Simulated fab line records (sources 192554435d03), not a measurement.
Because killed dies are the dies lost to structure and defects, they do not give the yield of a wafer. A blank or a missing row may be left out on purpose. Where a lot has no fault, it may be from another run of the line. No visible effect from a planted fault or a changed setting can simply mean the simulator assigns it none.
Chamber matching | flow n5-finfet | rie-diel-02 running N5_BEOL_M7_STRIP_36: 4 sister chambers
The step strips in N2/H2. 8 wafers are shown with their chamber, then 10 later ones without.

## WAFERS, EACH WITH ITS CHAMBER
wafer  | chamber | throttle-valve-pct (%) | drypump-motor-current-A (A)
L079.1 | 1       | 23.4                   | 5.1
L083.3 | 3       | 23.7                   | 6.5
L083.6 | 1       | 23.4                   | 5.1
L088.1 | 2       | 23.8                   | 6.3
L088.2 | 3       | 23.7                   | 6.5
L088.5 | 0       | 22.9                   | 6.4
L091.2 | 2       | 23.8                   | 6.4
L091.3 | 0       | 22.8                   | 6.4

## WAFERS WHOSE CHAMBER IS MISSING
wafer  | throttle-valve-pct (%) | drypump-motor-current-A (A)
L091.5 | 22.9                   | 5.1
L092.1 | 22.8                   | 6.4
L092.4 | 23.7                   | 6.4
L092.6 | 22.8                   | 6.4
L095.1 | 23.7                   | 6.5
L095.5 | 22.8                   | 5.1
L095.6 | 23.8                   | 6.3
L097.3 | 23.8                   | 6.4
L097.4 | 23.7                   | 6.5
L097.6 | 22.8                   | 6.4

## WHICH CHAMBER EACH WENT THROUGH
wafer  | from the rows above     | in truth
L091.5 | 1                       | 1
L092.1 | 0                       | 0
L092.4 | can't be placed: 3 or 2 | 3
L092.6 | 0                       | 0
L095.1 | 3                       | 3
L095.5 | 1                       | 1
L095.6 | 2                       | 2
L097.3 | 2                       | 2
L097.4 | 3                       | 3
L097.6 | 0                       | 0
9 of 10 placed correctly. These rows do not allow placing 1 (true chamber among the candidates in 1). Number placed wrongly: 0.
How it was worked out, from the rows above alone: a wafer's distance from a chamber is the root of the sum, over the readings, of the square of ((its reading less the chamber's mean) divided by the reading's scatter). If the next closest chamber is less than 2 further off than the closest, the wafer can't be placed; otherwise it belongs to the closest. Each chamber's mean is taken over the wafers shown for it. The scatter is the square root of a quotient: the sum, over the shown wafers, of each reading's squared deviation from its chamber's mean, divided by wafers minus chambers.
